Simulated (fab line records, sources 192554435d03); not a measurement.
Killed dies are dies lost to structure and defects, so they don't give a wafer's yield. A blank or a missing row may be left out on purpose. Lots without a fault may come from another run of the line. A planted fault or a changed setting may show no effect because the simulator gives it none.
Split-lot experiment | flow n5_finfet | 7 lots, 21 wafers read, on a route of 1938 steps

THE SPLIT
At N5_BEOL_M7_COAT_71 (time 60 s, resist thk 5 nm), the setting spin_rpm was moved away from the recipe's 1500 rpm on 7 of the 21 wafers read, by -9.7% to +5.3%. The other wafers ran this setting at the recipe's value.

FROM THE SPLIT TO THE READING: what the file shows between them, 5 steps
- N5_BEOL_M7_EXPOSE_25: exposes mask V6, target cd 40 nm (also split here: dose_mj)
- N5_BEOL_M7_PEB_26: peb time 60 s
- N5_BEOL_M7_DEVELOP_27: develop time 30 s
- N5_BEOL_M7_CD_MEAS_28: target cd 40 nm
- N5_BEOL_M7_DESCUM_33: chemistry O2, time 7 s

THE READING
etch.depth_nm (the simulator's own value, which no gauge read), in nm, at N5_BEOL_M7_ETCH_72 (etches underlayer in N2/H2, target depth 6.5 nm, time 5.2 s). The file gives no usual value for it. The 14 wafers here that ran the recipe average 5.011 nm, standard deviation 0.015 nm.

wafer  | tool, chamber at the split | spin_rpm as run, rpm | against the recipe | etch.depth_nm, nm | against lot-mates on the recipe
L078.1 | litho_track-02, 0          | 1500                 | recipe             | 5.019             | -
L078.3 | litho_track-02, 0          | 1500                 | recipe             | 5.007             | -
L078.6 | litho_track-02, 0          | 1371                 | -8.6%              | 5.237             | +0.224
L079.1 | litho_track-01, 0          | 1384                 | -7.7%              | 5.221             | +0.213
L079.3 | litho_track-01, 0          | 1500                 | recipe             | 5.008             | -
L079.6 | litho_track-01, 0          | 1384                 | -7.7%              | 5.219             | +0.211
L081.3 | litho_track-02, 0          | 1500                 | recipe             | 5.005             | -
L081.5 | litho_track-02, 0          | 1500                 | recipe             | 5                 | -
L081.6 | litho_track-02, 0          | 1500                 | recipe             | 5.008             | -
L088.1 | litho_track-02, 0          | 1500                 | recipe             | 4.978             | -
L088.3 | litho_track-02, 0          | 1500                 | recipe             | 5.007             | -
L088.4 | litho_track-02, 0          | 1500                 | recipe             | 5.005             | -
L090.2 | litho_track-02, 0          | 1500                 | recipe             | 5.02              | -
L090.4 | litho_track-02, 0          | 1500                 | recipe             | 5.013             | -
L090.5 | litho_track-02, 0          | 1369                 | -8.7%              | 5.25              | +0.234
L092.1 | litho_track-01, 0          | 1500                 | recipe             | 5.021             | -
L092.3 | litho_track-01, 0          | 1355                 | -9.7%              | 5.283             | +0.266
L092.5 | litho_track-01, 0          | 1500                 | recipe             | 5.013             | -
L095.1 | litho_track-03, 0          | 1500                 | recipe             | 5.052             | -
L095.3 | litho_track-03, 0          | 1579                 | +5.3%              | 4.914             | -0.138
L095.6 | litho_track-03, 0          | 1579                 | +5.3%              | 4.902             | -0.150

THE FIT
A straight line over all 21 wafers: etch.depth_nm changes by -0.0257 nm for each +1% of spin_rpm; r = -0.99; the points scatter about the line by 0.017 nm.
The same after taking each lot's own level away (the mean of its wafers on the recipe; 21 wafers): -0.0271 nm for each +1%; r = -1.00; scatter 0.0068 nm.
On that fit, the largest move of spin_rpm shifts the reading by 0.26 nm.
The lots' own levels span 4.9967 to 5.0520 nm, that is 3.6 times the standard deviation above.
So the lot-to-lot level changes the slope little: the two slopes agree.
Check: with one of the wafers moved furthest among these (-9.7%) left out of the fit, the line predicts +0.26 nm for it against its lot-mates. It came out at +0.266 nm against them.

OTHER SPLITS ON THESE WAFERS
These wafers also went through other splits before the reading. Each is held against what the fit with the lots' levels taken away leaves over:
other split on the same wafers | wafers away from the commonest value | r with etch.depth_nm (lot level and that fit taken away)
N5_BEOL_M7_EXPOSE_08 dose_mj   | 4                                    | +0.11
N5_BEOL_M7_EXPOSE_25 dose_mj   | 6                                    | -0.15

THE WHOLE CHAIN: every reading that the file lists as answering this split, in the file's order
step               | what it does                                                | reading                                                        | change (the file's fit)               | r (the file's)
N5_BEOL_M7_ETCH_72 | etches underlayer in N2/H2, target depth 6.5 nm, time 5.2 s | etch_rf_on_time_s                                              | withheld for each +1% of the setting  | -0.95
N5_BEOL_M7_ETCH_72 | etches underlayer in N2/H2, target depth 6.5 nm, time 5.2 s | etch.depth_nm (the simulator's own value, which no gauge read) | -0.027 nm for each +1% of the setting | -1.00

THE FILE'S OWN FIT
etch.depth_nm changes by -0.027 nm for each +1% of spin_rpm, r = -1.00.
